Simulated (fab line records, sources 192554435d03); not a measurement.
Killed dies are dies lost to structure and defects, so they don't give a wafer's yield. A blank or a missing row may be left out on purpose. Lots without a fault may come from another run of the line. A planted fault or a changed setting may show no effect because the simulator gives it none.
Chamber matching | flow n5_finfet | N5_MIM_BOT_LITHO_DESCUM_10 on rie_diel-01: 4 sister chambers
The step chemistry O2, time 7.9 s. 16 wafers are shown with their chamber, then 8 later ones without.

WAFERS WITH THEIR CHAMBER
wafer  | chamber | showerhead_plenum_p_Torr (Torr) | drypump_motor_current_A (A) | oes_product_au (a.u.)
L183.3 | 0       | 2.01                            | 6.2                         | 0.79
L183.5 | 2       | 2.10                            | 5.6                         | 0.75
L183.6 | 3       | 2.01                            | 6.2                         | 0.75
L185.3 | 2       | 2.10                            | 5.6                         | 0.75
L185.5 | 0       | 2.01                            | 6.2                         | 0.79
L185.6 | 1       | 2.24                            | 5.0                         | 0.87
L191.1 | 2       | 2.09                            | 5.7                         | 0.74
L191.4 | 0       | 2.01                            | 6.3                         | 0.77
L191.6 | 2       | 2.09                            | 5.6                         | 0.73
L190.3 | 3       | 2.01                            | 6.1                         | 0.73
L190.4 | 0       | 2.01                            | 6.2                         | 0.78
L190.6 | 2       | 2.09                            | 5.6                         | 0.74
L194.1 | 0       | 2.00                            | 6.2                         | 0.76
L194.4 | 3       | 2.00                            | 6.2                         | 0.72
L194.5 | 0       | 2.00                            | 6.2                         | 0.76
L197.2 | 3       | 2.00                            | 6.2                         | 0.71

SIGNATURES (means of the wafers above)
reading                  | chamber 0 | chamber 1 | chamber 2 | chamber 3 | scatter within a chamber
showerhead_plenum_p_Torr | 2.0067    | 2.2400    | 2.0940    | 2.0050    | 0.00543
drypump_motor_current_A  | 6.217     | 5.000     | 5.620     | 6.175     | 0.0446
oes_product_au           | 0.7750    | 0.8700    | 0.7420    | 0.7275    | 0.0132
Rule: a wafer's distance from a chamber is the root of the sum, over the readings, of the square of ((its reading less the chamber's mean) divided by the reading's scatter). The wafer belongs to the nearest chamber; if the next one is less than 2 further off, it can't be placed. The scatter: the root of (the sum of the squares of (reading less its chamber's mean) over the shown wafers, divided by (wafers less chambers)).

WAFERS WITHOUT THEIR CHAMBER
wafer  | showerhead_plenum_p_Torr (Torr) | drypump_motor_current_A (A) | oes_product_au (a.u.)
L197.4 | 2.00                            | 6.2                         | 0.75
L197.6 | 2.09                            | 5.6                         | 0.72
L200.2 | 2.00                            | 6.2                         | 0.76
L200.4 | 2.00                            | 6.1                         | 0.72
L200.5 | 2.09                            | 5.6                         | 0.73
L199.1 | 2.00                            | 6.2                         | 0.72
L199.2 | 2.22                            | 5.0                         | 0.81
L199.5 | 2.08                            | 5.7                         | 0.72

WHICH CHAMBER EACH WENT THROUGH
wafer  | from the rows above     | in truth
L197.4 | can't be placed: 3 or 0 | 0
L197.6 | 2                       | 2
L200.2 | can't be placed: 0 or 3 | 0
L200.4 | 3                       | 3
L200.5 | 2                       | 2
L199.1 | 3                       | 3
L199.2 | 1                       | 1
L199.5 | 2                       | 2
Placed correctly: 6 of 8. Can't be placed from these rows: 2 (the true chamber is among the candidates in 2). Placed wrongly: 0.
